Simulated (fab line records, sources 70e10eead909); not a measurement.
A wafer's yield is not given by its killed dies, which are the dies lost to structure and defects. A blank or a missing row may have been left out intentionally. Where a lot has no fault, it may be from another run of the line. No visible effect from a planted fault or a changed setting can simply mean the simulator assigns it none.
Matching of chambers	flow nand harc	NHARC_P_GATE_STRIP_101 on rie diel-10: 4 sister chambers
The step strips in O2, time 20 s. 4 wafers are shown with their chamber, then 7 later ones without.

## WAFERS PAIRED WITH THEIR CHAMBERS
wafer	chamber	showerhead plenum p Torr (Torr)
L487.3	3	3.77
L496.5	1	3.51
L497.1	2	3.39
L497.2	0	3.70

## WAFERS WITH NO CHAMBER GIVEN
wafer	showerhead plenum p Torr (Torr)
L497.5	3.70
L501.1	3.38
L501.3	3.51
L501.4	3.77
L502.1	3.38
L502.3	3.51
L502.6	3.51

## THE CHAMBER EACH PASSED THROUGH
wafer	from the rows above	in truth
L497.5	0	0
L501.1	2	2
L501.3	1	1
L501.4	3	3
L502.1	2	2
L502.3	1	1
L502.6	1	1
Placed correctly: 7 of 7. Number that these rows cannot place: 0. Wrongly placed: 0.
How it was worked out, from the rows above alone: a wafer's distance from a chamber is the root of the sum, over the readings, of the square of ((its reading less the chamber's mean) divided by the reading's scatter). If the next closest chamber is less than 2 further off than the closest, the wafer can't be placed; otherwise it belongs to the closest. For every chamber, the mean is computed from those of its wafers that are shown. The scatter: with one shown wafer a chamber, the root of the mean of the squares of how far each hidden wafer lies from its nearest shown one.
